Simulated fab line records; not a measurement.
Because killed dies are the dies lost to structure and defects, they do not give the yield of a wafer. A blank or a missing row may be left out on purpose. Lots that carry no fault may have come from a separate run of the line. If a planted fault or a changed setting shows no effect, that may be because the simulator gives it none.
Comparing a struck lot with a sound one | flow n5-finfet | 39 out of 1938 route steps
Sound: these wafers, L840.1, L840.3, L840.5. Struck: wafer L827.1 (L827.4, L827.6, from the same lot, were not struck and are left out); the cause is given at the end.
Per side, at each step with rows, come the tool, then ch with its chambers, and then its first start. Under that, the readings that differ: sound wafers | struck wafers | difference of the means | sigmas: that difference in standard deviations of wafers without a fault.
alike: readings with means less than 2 such deviations apart, plus words and numbers identical on both sides. not compared: withheld readings, readings lacking a value on some wafer, bounds such as >300 that could conceal the same value, and numbers that have no deviation in the record and whose values overlap.
The two part at a step that has a row with sigmas, a row that says differs or no value, or rows on one side only. Numbers that don't overlap but have no deviation are shown without sigmas and don't part them. A reading that every wafer of one side lacks parts them only if that side has two wafers or more.

first, 12 steps without rows for these wafers: N5_BEOL_M1_ANNEAL_87 (time 240 s); N5_BEOL_M1_SPUTTER_88 (material Cu, target thk 4.5 nm, time 8.29 s); N5_BEOL_M1_ANNEAL_89 (time 240 s); N5_BEOL_M1_SPUTTER_90 (material Cu, target thk 4.5 nm, time 8.29 s); N5_BEOL_M1_ANNEAL_91 (time 240 s); N5_BEOL_M1_SPUTTER_92 (material Cu, target thk 4.5 nm, time 8.29 s); N5_BEOL_M1_ANNEAL_93 (time 240 s); N5_BEOL_M1_SPUTTER_94 (material Cu, target thk 4.5 nm, time 8.29 s); N5_BEOL_M1_ANNEAL_95 (time 240 s); N5_BEOL_M1_SPUTTER_96 (material Cu, target thk 4.5 nm, time 8.29 s); N5_BEOL_M1_ECD_50 (material Cu, target thk 300 nm); N5_BEOL_M1_ANNEAL_51 (time 90 s).
N5_BEOL_M1_CMP_52: polishes, stops on SiOC, t overpolish 6.8 s, target thk 40 nm.
  sound on cmp-01 ch 0,1,3, day 12 06:01; struck on cmp-03 ch 2, day 11 03:49
  reading                      | sound             | struck | difference | sigmas
  barrier-field-endpoint-s (s) | 24.4 24.7 25.6    | 41.3   | +16.4      | +25
  overpolish-run-s (s)         | 6.797 6.815 6.779 | 0.027  | -6.770     | -99 or more
  time-to-endpoint-s (s)       | 64 63 68          | 80     | +15        | +4
  alike: motor-current-A, platen-rpm
  not compared: pad-life-wafers
N5_BEOL_M1_THK_MEAS_53: measures by xrf.
  sound on film-metro-01 at day 12 06:17; struck on film-metro-01 at day 11 04:05
  reading     | sound          | struck | difference | sigmas
  M1_THK (nm) | 38.3 37.3 40.3 | 140.7  | +102.1     | +64
then, 4 steps without rows for these wafers: N5_BEOL_M1_PRE_CLEAN_60 (time 15 s); N5_BEOL_M1_CO_CAP_55 (material Co, precursor CCTBA/H2, target thk 2 nm, time 102.1 s); N5_BEOL_M1_PRE_CLEAN_56 (time 15 s); N5_BEOL_M1_DEP_57 (deposits SiCN from 3MS/NH3, target thk 8 nm, time 14 s).
N5_BEOL_M1_INSPECT_59: inspects for defects (darkfield).
  sound on defect-inspect-01 at day 12 06:35; struck on defect-inspect-01 at day 11 04:22
  reading          | sound     | struck | difference | sigmas
  raw-defect-count | 104 84 86 | 1522   | +1431      | +62
then, 18 steps without rows for these wafers: N5_BEOL_M2_ILD_DEP_00 (deposits SiOC from DEMS/O2, target thk 79 nm, time 15.3 s); N5_BEOL_M2_PECVD_72 (deposits SiO2 from TEOS/O2, target thk 16 nm, time 18 s); N5_BEOL_M2_HM_DEP_02 (deposits TiN, target thk 20 nm); N5_BEOL_M2_COAT_61 (time 60 s, resist thk 60 nm); N5_BEOL_M2_COAT_62 (time 60 s, resist thk 12 nm); N5_BEOL_M2_COAT_73 (time 60 s, resist thk 5 nm); N5_BEOL_M2_COAT_05 (resist thk 30 nm); N5_BEOL_M2_EBR_07; N5_BEOL_M2_SOFTBAKE_06 (time 60 s); N5_BEOL_M2_EXPOSE_08 (exposes mask M2); N5_BEOL_M2_PEB_09 (peb time 60 s); N5_BEOL_M2_DEVELOP_10 (develop time 30 s); N5_BEOL_M2_DESCUM_16 (chemistry O2, time 7 s); N5_BEOL_M2_ETCH_74 (etches underlayer in N2/H2, target depth 6.5 nm, time 5.2 s); N5_BEOL_M2_ETCH_63 (etches SiARC in CF4, target depth 15.6 nm, time 26 s); N5_BEOL_M2_ETCH_64 (etches SOC in N2/H2, target depth 75 nm, overetch 22.5 nm, time 121.9 s); N5_BEOL_M2_STRIP_65 (strips in N2/H2); N5_BEOL_M2_STRIP_75 (strips in N2/H2).
N5_BEOL_M4_RC_MEAS_101:
  the record has rows for the sound wafers here (prober-01 ch 0, day 20 03:56) and none for the struck ones
-- the record jumps here: 11 days lie between the struck wafers' starts before and after (it left off in module BEOL_M4 and takes up again in module PASSIVATION, whose first step shown is number 1936 of the route) --
N5_PASSIVATION_PROBE_49:
  sound on prober-01 at day 24 12:24; struck on prober-02 at day 22 03:15
  reading                  | sound          | struck | difference | sigmas
  defect-limited-yield (%) | 90.9 90.0 91.8 | 0      | -91        | -61
  killed_at_M0_to_M3       | 30 25 21       | 1115   | +1090      | +99 or more
  killed-dies              | 107 118 97     | 1180   | +1073      | +60
  killed-on-rim            | 15 18 17       | 152    | +135       | +38
  sort-n-pass              | 1073 1062 1083 | 0      | -1073      | -60
  sort-yield-pct (%)       | 90.9 90.0 91.8 | 0      | -91        | -61
  alike: killed_at_M4_up, killed-at-contacts, killed-at-front-end, killed-at-other, killed-open, killed-short, sort_bin_5_function, sort_bin_6_memory

WHERE THEY PART
At N5_BEOL_M1_CMP_52 first; at N5_PASSIVATION_PROBE_49 last (within this record only).

WHY: what had been put in by the simulator
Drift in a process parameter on cmp-03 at N5_BEOL_M1_CMP_52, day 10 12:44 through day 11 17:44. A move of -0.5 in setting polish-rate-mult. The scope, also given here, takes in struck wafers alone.
